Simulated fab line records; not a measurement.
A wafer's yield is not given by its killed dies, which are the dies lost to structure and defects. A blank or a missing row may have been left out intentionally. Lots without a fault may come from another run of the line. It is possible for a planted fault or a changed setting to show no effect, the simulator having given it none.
fab line records    flow n5_finfet
record: lots: 13  wafers: 37  last_day: 18
route steps=1938 shown BEOL_M8@1398 BEOL_M9@1408 PASSIVATION@1936
lots untouched by any fault: they come from a run of this same line in which no faults occurred
start_h: start of the lot's first displayed wafer, in hours after the record's first day    wait_h: hours from the lot's prior step to this one    " repeats the value in the row above    L1.1+2: a single row standing in for several wafers    - either no value or no given start    * or withheld: withheld    < > ~ a bound
route shown NAME@n: names a module that has steps shown in the file, with the first one's number in the route    usual: average and standard deviation across the fault-free wafers    same: alike in all rows    chamber/n: place in a boat    sites: per-site readings    _std_site: the standard deviation of these    _edge_site: outer sites' mean less inner sites'    radius_mm: how far each site lies from the wafer's centre    mask NAME#n: copy n    behind: the tool/chamber that last shaped the wafer    hold: the reason the lot was held/the length of the hold in hours/how it ended    device: the transistor (n, p or np) that didn't switch    end of line: the route-end tests of the same wafers    step lacking rows: just its recipe    killed: the dies lost at the first sort to structure and to defects; this is not the yield of the wafer    map: the dies of a wafer, with x for killed, . for not killed, _ for no die there
set.NAME: the setting that was run; set.NAME@STEP: the one run at that earlier step    model.NAME: the simulator's own value behind a step, which no gauge read
one table for each step of the route and one row for each wafer, over a sample of lots
services: the hour from which a tool's chamber was out of use, counted from the record's first day as start_h (under 0 if before that day), plus the number of hours and why
== steps ==
step: N5_BEOL_M8_DEP_56
recipe: material: SiCN  target_thk_a: 100  temp_c: withheld  precursor: 3MS/NH3  pressure_torr: 3  rf_w: 202  time_s: 17.5
usual: showerhead_plenum_p_Torr: 3.659/0.012  throttle_valve_pct: 9.1/0.47
same: time_s: 17.5
lot.wafer  tool      chamber  start_h  wait_h  showerhead_plenum_p_Torr  since_wet_clean_h  throttle_valve_pct
L180.1     pecvd-04  2        233.57   0.0     3.677                     546                9.1
L180.2     "         0        "        "       3.641                     1300               8.4
L180.6     "         2        "        "       3.684                     -                  8.9
L179.5     pecvd-04  2        245.14   0.0     3.676                     -                  8.8
L179.6     "         0        "        "       3.651                     -                  8.5
L181.3     pecvd-03  0        246.64   0.0     3.659                     769                9.7
L181.4     "         1        "        "       3.645                     -                  9.6
L181.6     "         2        "        "       3.665                     -                  8.5
L186.1     pecvd-03  2        274.39   0.0     3.656                     43                 8.5
L186.4     "         0        "        "       3.656                     -                  9.9
L186.5     "         2        "        "       3.660                     -                  8.3
L185.1     pecvd-03  1        281.04   0.0     3.648                     1529               9.4
L185.4     "         1        "        "       3.641                     -                  9.4
L185.5     "         2        "        "       3.669                     -                  8.8
L187.1     pecvd-02  1        309.53   0.0     3.664                     1920               8.6
L187.3     "         0        "        "       3.646                     1195               8.7
L187.4     "         2        "        "       3.666                     -                  8.7
L190.2     pecvd-03  0        309.85   0.0     3.655                     832                9.7
L190.4     "         0        "        "       3.658                     -                  9.6
L190.5     "         2        "        "       3.679                     -                  8.6
L193.1     pecvd-04  2        330.66   0.0     3.686                     643                8.8
L193.4     "         1        "        "       3.664                     -                  9.7
L195.2     pecvd-04  0        337.91   0.0     3.640                     1404               8.7
L195.3     "         1        "        "       3.650                     2129               9.6
L195.6     "         0        "        "       3.644                     -                  8.6
L194.1     pecvd-02  1        338.05   0.0     3.662                     1948               8.6
L194.3     "         0        "        "       3.645                     1223               8.9
L194.6     "         0        "        "       3.651                     -                  8.7
L198.2     pecvd-02  2        350.20   0.0     3.649                     481                8.6
L198.4     "         2        "        "       3.663                     -                  8.8
L198.6     "         1        "        "       3.670                     -                  8.7
L197.1     pecvd-04  1        351.53   0.0     3.655                     2143               9.7
L197.3     "         1        "        "       3.647                     -                  9.5
L197.6     "         1        "        "       3.662                     -                  9.3
L199.4     pecvd-04  1        367.94   0.0     3.657                     -                  9.5
L199.5     "         2        "        "       3.683                     -                  9.2
L199.6     "         1        "        "       3.655                     -                  9.6
step: N5_BEOL_M8_RS_MEAS_57
recipe: thk_meas_gauge: four-point-probe  reads: Cu_of_BEOL_M8_ECD_50+Co_of_BEOL_M8_CVD_78+TaN_of_BEOL_M8_ALD_77
usual: M8_RS: 0.284/0.011
lot.wafer  tool           chamber  start_h  wait_h  M8_RS[ohm/sq]
L180.1     film_metro-01  -        233.64   0.1     0.280
L180.2     "              -        "        "       0.276
L180.6     "              -        "        "       0.284
L179.5     film_metro-01  -        245.19   0.0     0.278
L179.6     "              -        "        "       0.297
L181.3     film_metro-02  -        246.71   0.1     0.271
L181.4     "              -        "        "       0.263
L181.6     "              -        "        "       0.288
L186.1     film_metro-02  -        274.46   0.1     0.288
L186.4     "              -        "        "       0.291
L186.5     "              -        "        "       0.280
L185.1     film_metro-01  -        281.10   0.1     0.288
L185.4     "              -        "        "       0.303
L185.5     "              -        "        "       0.282
L187.1     film_metro-02  -        309.60   0.1     0.307
L187.3     "              -        "        "       0.288
L187.4     "              -        "        "       0.289
L190.2     film_metro-01  -        309.92   0.1     0.267
L190.4     "              -        "        "       0.281
L190.5     "              -        "        "       0.287
L193.1     film_metro-02  -        330.73   0.1     0.280
L193.4     "              -        "        "       0.271
L195.2     film_metro-01  -        337.98   0.1     0.285
L195.3     "              -        "        "       0.287
L195.6     "              -        "        "       0.289
L194.1     film_metro-01  -        338.12   0.1     0.274
L194.3     "              -        "        "       0.273
L194.6     "              -        "        "       0.274
L198.2     film_metro-01  -        350.27   0.1     0.272
L198.4     "              -        "        "       0.264
L198.6     "              -        "        "       0.273
L197.1     film_metro-02  -        351.61   0.1     0.278
L197.3     "              -        "        "       0.283
L197.6     "              -        "        "       0.276
L199.4     film_metro-01  -        368.01   0.1     0.290
L199.5     "              -        "        "       0.279
L199.6     "              -        "        "       0.302
step: N5_BEOL_M9_COAT_05
recipe: resist: CAR-ArF  spin_rpm: 1500  resist_thk_nm: 90
usual: spin_speed_rpm: 1500.2/1
lot.wafer  tool            chamber  start_h  wait_h  spin_speed_rpm
L180.1     litho_track-05  0        235.09   -       1499.5
L180.2     "               0        "        "       1500.6
L180.6     "               0        "        "       1501.0
L179.5     litho_track-04  0        246.52   -       1500.1
L179.6     "               0        "        "       1500.1
L181.3     litho_track-02  0        248.46   -       1499.8
L181.4     "               0        "        "       1500.7
L181.6     "               0        "        "       1500.7
L186.1     litho_track-05  0        278.41   -       1501.5
L186.4     "               0        "        "       1500.0
L186.5     "               0        "        "       1499.3
L185.1     litho_track-04  0        284.08   -       1500.5
L185.4     "               0        "        "       1499.1
L185.5     "               0        "        "       1500.6
L187.1     litho_track-04  0        313.16   -       1501.4
L187.3     "               0        "        "       1501.8
L187.4     "               0        "        "       1501.2
L190.2     litho_track-02  0        313.33   -       1500.7
L190.4     "               0        "        "       1501.5
L190.5     "               0        "        "       1500.4
L193.1     litho_track-05  0        332.25   -       1569.2
L193.4     "               0        "        "       1571.2
L195.2     litho_track-05  0        339.27   -       1571.5
L195.3     "               0        "        "       1571.6
L195.6     "               0        "        "       1572.5
L194.1     litho_track-05  0        340.01   -       1570.8
L194.3     "               0        "        "       1569.7
L194.6     "               0        "        "       1569.8
L198.2     litho_track-04  0        352.76   -       1501.0
L198.4     "               0        "        "       1499.1
L198.6     "               0        "        "       1500.0
L197.1     litho_track-04  0        353.42   -       1499.8
L197.3     "               0        "        "       1502.3
L197.6     "               0        "        "       1499.9
L199.4     litho_track-04  0        370.55   -       1499.7
L199.5     "               0        "        "       1499.9
L199.6     "               0        "        "       1498.3
step: N5_BEOL_M9_INSPECT_13
recipe: mode: adi  inspect_instrument: brightfield
usual: raw_defect_count: 413/89
lot.wafer  tool               chamber  start_h  wait_h  raw_defect_count
L180.1     defect_inspect-02  -        235.50   0.0     344
L180.2     "                  -        "        "       425
L180.6     "                  -        "        "       382
L179.5     defect_inspect-02  -        246.94   0.0     283
L179.6     "                  -        "        "       416
L181.3     defect_inspect-01  -        248.88   0.0     328
L181.4     "                  -        "        "       260
L181.6     "                  -        "        "       379
L186.1     defect_inspect-02  -        278.70   0.0     422
L186.4     "                  -        "        "       315
L186.5     "                  -        "        "       324
L185.1     defect_inspect-02  -        284.37   0.0     484
L185.4     "                  -        "        "       332
L185.5     "                  -        "        "       489
L187.1     defect_inspect-02  -        313.61   0.0     464
L187.3     "                  -        "        "       342
L187.4     "                  -        "        "       461
L190.2     defect_inspect-02  -        313.77   0.0     441
L190.4     "                  -        "        "       364
L190.5     "                  -        "        "       429
L193.1     defect_inspect-02  -        332.66   0.0     394
L193.4     "                  -        "        "       518
L195.2     defect_inspect-02  -        339.56   0.0     358
L195.3     "                  -        "        "       430
L195.6     "                  -        "        "       446
L194.1     defect_inspect-02  -        340.50   0.1     522
L194.3     "                  -        "        "       629
L194.6     "                  -        "        "       478
L198.2     defect_inspect-02  -        353.18   0.0     466
L198.4     "                  -        "        "       461
L198.6     "                  -        "        "       390
L197.1     defect_inspect-02  -        353.84   0.0     448
L197.3     "                  -        "        "       446
L197.6     "                  -        "        "       466
L199.4     defect_inspect-02  -        370.98   0.0     444
L199.5     "                  -        "        "       510
L199.6     "                  -        "        "       700
step: N5_PASSIVATION_PROBE_49
usual: defect_limited_yield: 91.0/1.4  killed_at_M0_to_M3: 34/10  killed_at_M4_up: 15/5.5  killed_at_contacts: 12/6.1  killed_at_front_end: 41/12  killed_at_other: 4/3.4  killed_dies: 106/17  killed_open: 70/13  killed_short: 34/7.4  sort_bin_5_function: 5.3/1  sort_bin_6_memory: 3.4/0.69  sort_bin_8_speed: 0.03/0.22  sort_n_pass: 1073/17  sort_yield_pct: 91.0/1.4
same: gross_dies: 1180  killed_at_back_side: 0  sort_bin_4_leakage[%]: 0
lot.wafer  tool       chamber  start_h  wait_h  defect_limited_yield[%]  killed_at_M0_to_M3  killed_at_M4_up  killed_at_contacts  killed_at_front_end  killed_at_other  killed_dies  killed_open  killed_short  sort_bin_5_function[%]  sort_bin_6_memory[%]  sort_bin_8_speed[%]  sort_n_pass  sort_yield_pct[%]
L179.5     prober-02  -        314.09   0.2     93.6                     21                  21               5                   28                   0                75           50           20            3.9                     1.9                   0                    1105         93.6
L179.6     prober-02  -        314.14   0.3     93.8                     15                  8                13                  36                   1                73           39           30            3.7                     2.0                   0                    1107         93.8
L186.1     prober-02  -        346.82   0.0     91.5                     20                  18               12                  46                   4                100          57           42            5.2                     3.0                   0                    1080         91.5
L186.4     prober-02  -        346.97   0.2     90.1                     36                  5                16                  49                   11               117          71           43            6.0                     3.3                   0                    1063         90.1
L186.5     prober-02  -        347.02   0.2     89.8                     39                  17               25                  37                   2                120          87           31            5.6                     4.2                   0                    1060         89.8
L190.2     prober-01  -        380.01   0.1     90.4                     51                  12               9                   38                   3                113          75           37            5.2                     4.3                   0                    1067         90.4
L190.4     prober-01  -        380.11   0.2     91.8                     31                  9                7                   40                   10               97           63           34            5.5                     2.5                   0                    1083         91.8
L190.5     prober-01  -        380.16   0.2     90.7                     44                  16               9                   40                   1                110          64           46            5.5                     3.6                   0                    1070         90.7
L187.1     prober-01  -        383.89   0.0     88.7                     37                  21               13                  51                   11               133          96           36            6.9                     4.1                   0                    1047         88.7
L187.3     prober-01  -        383.99   0.1     91.9                     23                  14               10                  42                   7                96           61           33            5.2                     2.8                   0                    1084         91.9
L187.4     prober-01  -        384.04   0.2     91.8                     34                  12               7                   38                   6                97           58           36            4.5                     3.2                   0                    1083         91.8
L195.2     prober-01  -        409.50   0.1     89.2                     26                  18               34                  46                   4                128          74           50            5.3                     4.7                   0                    1052         89.2
L195.6     prober-01  -        409.70   0.3     91.5                     29                  23               14                  23                   11               100          61           33            4.7                     3.2                   0                    1080         91.5
L197.1     prober-02  -        430.97   0.0     92.3                     28                  9                14                  39                   1                91           66           20            4.7                     2.6                   0                    1089         92.3
L197.3     prober-02  -        431.07   0.1     90.2                     56                  27               9                   23                   1                116          81           35            5.7                     3.9                   0                    1064         90.2
L197.6     prober-02  -        431.22   0.3     90.8                     38                  13               11                  45                   2                109          77           31            5.1                     3.6                   0                    1071         90.8
killed by level:class
L179.5 BEOL_M4:geometric_particle:open=9 BEOL_M5:geometric_particle:open=9 FIN_SAQP:geometric_particle:short=7 FIN_SAQP:geometric_particle:open=6 HKMG_FIN:area_etch=5 MOL_CONTACT_COAG:geometric_particle:open=4 BEOL_M0_SAQP:geometric_particle:open=4 BEOL_M2:geometric_particle:short=4
L179.6 FIN_SAQP:geometric_particle:short=11 MOL_CONTACT_COAG:geometric_particle:open=10 FIN_SAQP:geometric_particle:open=6 BEOL_M3:geometric_particle:open=4 STI_FIN_REVEAL:geometric_particle:short=3 STI_FIN_REVEAL:geometric_particle:open=3 GATE_CUT:geometric_particle:short=3 MOL_CONTACT_COAG:geometric_particle:short=3
L186.1 GATE_CUT:geometric_particle:short=10 MOL_CONTACT_COAG:geometric_particle:open=10 STI_FIN_REVEAL:geometric_particle:open=8 BEOL_M0_SAQP:geometric_particle:short=8 FIN_SAQP:geometric_particle:open=6 BEOL_M4:geometric_particle:open=6 FIN_SAQP:geometric_particle:short=5 BEOL_M3:geometric_particle:open=4
L186.4 MOL_CONTACT_COAG:geometric_particle:open=13 BEOL_M0_SAQP:geometric_particle:short=10 STI_FIN_REVEAL:geometric_particle:open=9 GATE_CUT:geometric_particle:short=7 PASS1_CAP:geometric_particle:open=7 BEOL_M3:geometric_particle:open=7 DUMMY_GATE:geometric_particle:open=6 GATE_CUT:geometric_particle:open=6
L186.5 MOL_CONTACT_COAG:geometric_particle:open=23 BEOL_M0_SAQP:geometric_particle:open=10 BEOL_M3:geometric_particle:open=10 BEOL_M0_SAQP:geometric_particle:short=8 DUMMY_GATE:geometric_particle:open=7 STI_FIN_REVEAL:geometric_particle:open=6 BEOL_M4:geometric_particle:open=6 FIN_SAQP:geometric_particle:open=5
L190.2 BEOL_M2:geometric_particle:open=14 BEOL_M0_SAQP:geometric_particle:open=12 BEOL_M0_SAQP:geometric_particle:short=11 FIN_SAQP:geometric_particle:open=10 DUMMY_GATE:geometric_particle:open=10 FIN_SAQP:geometric_particle:short=8 MOL_CONTACT_COAG:geometric_particle:open=6 BEOL_M1:geometric_particle:open=5
L190.4 STI_FIN_REVEAL:geometric_particle:open=10 FIN_SAQP:geometric_particle:short=7 MOL_CONTACT_COAG:geometric_particle:open=7 BEOL_M3:geometric_particle:open=6 FIN_SAQP:geometric_particle:open=6 BEOL_M1:geometric_particle:open=6 DUMMY_GATE:geometric_particle:open=5 BEOL_M0_SAQP:geometric_particle:short=5
L190.5 BEOL_M0_SAQP:geometric_particle:short=16 FIN_SAQP:geometric_particle:short=15 FIN_SAQP:geometric_particle:open=9 MOL_CONTACT_COAG:geometric_particle:open=8 BEOL_M0_SAQP:geometric_particle:open=8 BEOL_M2:geometric_particle:open=8 BEOL_M5:geometric_particle:open=7 BEOL_M3:geometric_particle:open=5
L187.1 BEOL_M2:geometric_particle:open=17 MOL_CONTACT_COAG:geometric_particle:open=12 STI_FIN_REVEAL:geometric_particle:open=9 ILD0:geometric_particle:open=8 GATE_CUT:geometric_particle:short=8 BEOL_M0_SAQP:geometric_particle:open=8 BEOL_M4:geometric_particle:open=7 FIN_SAQP:geometric_particle:open=5
L187.3 STI_FIN_REVEAL:geometric_particle:open=10 BEOL_M4:geometric_particle:open=8 MOL_CONTACT_COAG:geometric_particle:open=7 FIN_SAQP:geometric_particle:short=6 FIN_SAQP:geometric_particle:open=6 BEOL_M0_SAQP:geometric_particle:open=6 GATE_CUT:geometric_particle:short=4 BEOL_M0_SAQP:geometric_particle:short=4
L187.4 BEOL_M0_SAQP:geometric_particle:open=13 BEOL_M0_SAQP:geometric_particle:short=7 FIN_SAQP:geometric_particle:short=6 STI_FIN_REVEAL:geometric_particle:short=6 MOL_CONTACT_COAG:geometric_particle:open=6 BEOL_M2:geometric_particle:open=6 BEOL_M4:geometric_particle:open=5 STI_FIN_REVEAL:geometric_particle:open=4
L195.2 MOL_CONTACT_COAG:geometric_particle:open=28 BEOL_M0_SAQP:geometric_particle:short=15 STI_FIN_REVEAL:geometric_particle:open=13 BEOL_M4:geometric_particle:open=8 MOL_CONTACT_COAG:geometric_particle:short=6 GATE_CUT:geometric_particle:short=6 STARTING-WAFER:geometric_particle:short=6 BEOL_M0_SAQP:geometric_particle:open=5
L195.6 BEOL_M4:geometric_particle:open=12 MOL_CONTACT_COAG:geometric_particle:open=10 BEOL_M0_SAQP:geometric_particle:open=10 BEOL_M3:geometric_particle:open=6 STI_FIN_REVEAL:geometric_particle:open=5 MOL_CONTACT_COAG:geometric_particle:short=4 BEOL_M0_SAQP:geometric_particle:short=4 BEOL_M2:geometric_particle:short=4
L197.1 MOL_CONTACT_COAG:geometric_particle:open=12 FIN_SAQP:geometric_particle:open=8 DUMMY_GATE:geometric_particle:open=6 BEOL_M0_SAQP:geometric_particle:open=6 BEOL_M0_SAQP:geometric_particle:short=6 STI_FIN_REVEAL:geometric_particle:open=5 BEOL_M1:geometric_particle:open=5 BEOL_M2:geometric_particle:open=5
L197.3 BEOL_M4:geometric_particle:open=18 BEOL_M0_SAQP:geometric_particle:short=13 BEOL_M1:geometric_particle:open=10 BEOL_M2:geometric_particle:open=10 BEOL_M0_SAQP:geometric_particle:open=9 MOL_CONTACT_COAG:geometric_particle:open=7 FIN_SAQP:geometric_particle:open=6 BEOL_M3:geometric_particle:open=5
L197.6 STI_FIN_REVEAL:geometric_particle:open=17 MOL_CONTACT_COAG:geometric_particle:open=10 BEOL_M0_SAQP:geometric_particle:open=9 FIN_SAQP:geometric_particle:short=7 FIN_SAQP:geometric_particle:open=7 BEOL_M1:geometric_particle:open=6 BEOL_M2:geometric_particle:open=5 DUMMY_GATE:geometric_particle:open=4
== services ==
tool      chamber  start_h  hours  kind
pecvd-02  -        222.67   1.2    repair
pecvd-02  -        226.05   0.3    repair
pecvd-04  0        279.23   9.4    repair
pecvd-04  0        293.77   5.5    scheduled_down
pecvd-04  -        309.12   3.2    repair
pecvd-02  0        314.55   5.5    scheduled_down
pecvd-03  -        332.55   0.9    repair
pecvd-03  -        334.37   1.9    repair
pecvd-04  0        346.67   22.1   repair
pecvd-04  1        346.77   2.1    scheduled_down
pecvd-03  2        356.17   2.1    scheduled_down
== key ==
first_sign: step: N5_BEOL_M9_COAT_05  reading: spin_speed_rpm  direction: up  sigmas: 68  usual: *  struck: *
effect none on later readings
met_at N5_BEOL_M9_COAT_05
struck_lots L193,L194,L195
rows_end L194.3,L195.3
not_acting_at N5_BEOL_M8_DEP_56,N5_BEOL_M8_RS_MEAS_57,N5_BEOL_M9_INSPECT_13
onset_between 278.41 332.25
fault: kind: process_parameter_drift  tool: litho_track-05  chamber: -  onset_h: 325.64  steps: N5_BEOL_M9_COAT_05  channel: spin_rpm  offset: *  shape: step  acts_in: *  stated: *
rows_end: these wafers met a further fault down the route, and their rows from its step on are left out
